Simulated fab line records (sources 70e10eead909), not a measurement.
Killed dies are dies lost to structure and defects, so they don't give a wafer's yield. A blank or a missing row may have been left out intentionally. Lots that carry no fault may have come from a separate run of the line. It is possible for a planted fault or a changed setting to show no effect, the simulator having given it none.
A struck lot beside a sound one / flow nandHarc / 15 out of 1302 route steps
Sound: these wafers, L631.1, L631.5, L631.6. Struck: wafer L634.4 (L634.1, L634.2, from the same lot, were not struck and are left out); the cause is given at the end.
Order at every step that has rows: each side's tool, ch and its chambers, its first start. Under that, the readings that differ: sound wafers / struck wafers / difference of the means / sigmas: that difference in standard deviations of wafers without a fault.
alike: readings whose means differ by less than 2 such deviations, and words and numbers that are the same on both sides. not compared: withheld readings, readings that some wafer has no value for, bounds like >300 that may hide the same value, and numbers for which the record gives no deviation and whose values overlap.
The two part at a step that has a row with sigmas, a row that says differs or no value, or rows on one side only. When numbers do not overlap yet have no deviation, they are printed without sigmas and do not part them. Lack of a reading on every wafer of one side parts them only where that side has two or more wafers.

first, 1 step without rows for these wafers: NHARC_A_M0_DEVELOP_08 (develop time 35 s).
NHARC_A_M0_CD_MEAS_09: target cd 80 nm.
  sound on cdSem-01 ch 0, day 23 11:12; struck on cdSem-02 ch 0, day 25 01:12
  alike: cdNm
NHARC_A_M0_OVL_MEAS_10: pitch 160 nm.
  struck on overlay-01, day 25 01:17; sound on overlay-01, day 23 11:17
reading=overlayXNm (nm); sound=1.4 1.2 1.5; struck=-1.4; difference=-2.8; sigmas=-3
  alike: overlayYNm
NHARC_A_M0_INSPECT_11:
  struck on defectInspect-01, day 25 01:19; sound on defectInspect-01, day 23 11:20
reading=rawDefectCount; sound=75 55 58; struck=192; difference=+129; sigmas=+3
then, 1 step without rows for these wafers: NHARC_A_M0_DESCUM_14 (chemistry O2, time 3 s).
NHARC_A_M0_ETCH_34: etches the open film in N2/H2, target depth 40 nm, overetch 12 nm, time 43.94 s.
  sound on rieDiel-05 ch 0,1,3, day 23 11:29; struck on rieDiel-06 ch 0, day 25 01:28
reading=drypumpMotorCurrentA (A); sound=6.0 5.5 6.0; struck=6.6; difference=+0.8; sigmas=+2
reading=showerheadPlenumPTorr (Torr); sound=2.01 1.89 2.02; struck=2.19; difference=+0.22; sigmas=+2
  alike: oesProductAu, rfVppV, throttleValvePct
  not compared: rfHoursCounterH
then, 1 step without rows for these wafers: NHARC_A_M0_ETCH_15 (etches the open film in C4F8/Ar, target depth 150 nm, overetch 15 nm, time 82.5 s).
NHARC_A_M0_CD_MEAS_16:
  struck on cdSem-02, day 25 01:41; sound on cdSem-01, day 23 11:41
  alike: cdNm
NHARC_A_M0_STRIP_18: strips in N2/H2.
  sound on rieDiel-05 ch 0,3, day 23 11:47; struck on rieDiel-08 ch 1, day 25 01:46
  alike: drypumpMotorCurrentA, oesProductAu, rfVppV, showerheadPlenumPTorr, throttleValvePct
  not compared: rfHoursCounterH
then, 1 step without rows for these wafers: NHARC_A_M0_STRIP_19 (strips in post etch residue remover, time 600 s).
NHARC_A_M0_DEGAS_28: time 60 s.
  struck on pvdSputter-02, day 25 02:18; sound on pvdSputter-02, day 23 12:20
  alike: heaterPowerW
NHARC_A_M0_PRE_CLEAN_29: time 30 s.
  sound on pvdSputter-02; struck on pvdSputter-02
  alike: heaterPowerW
NHARC_A_M0_PVD_20: deposits TaN, target thk 5 nm, time 8.06 s.
  struck on pvdSputter-02, day 25 02:25; sound on pvdSputter-02, day 23 12:25
reading=cathodeDcPowerW (W); sound=15004 15001 15002; struck=15926; difference=+924; sigmas=+99 or more
  alike: throttleValvePct
NHARC_A_M0_PVD_21: deposits Cu, target thk 30 nm, time 20.49 s.
  sound on pvdSputter-02; struck on pvdSputter-02
  alike: cathodeDcPowerW, throttleValvePct
NHARC_END_SORT_01:
  sound on prober-01 ch 0, day 25 02:53; struck on prober-02 ch 0, day 26 18:20
reading=defectLimitedYield (%); sound=92 93 95; struck=85; difference=-8; sigmas=-3
reading=killedAtArray; sound=44 39 29; struck=94; difference=+57; sigmas=+3
reading=killedDies; sound=52 45 35; struck=99; difference=+55; sigmas=+2
  alike: killedAtOther, killedAtPeriphery, killedOpen, killedShort

## WHERE THEY PART
First at NHARC_A_M0_OVL_MEAS_10; last, within this record, at NHARC_END_SORT_01.

WHY: what had been put in by the simulator
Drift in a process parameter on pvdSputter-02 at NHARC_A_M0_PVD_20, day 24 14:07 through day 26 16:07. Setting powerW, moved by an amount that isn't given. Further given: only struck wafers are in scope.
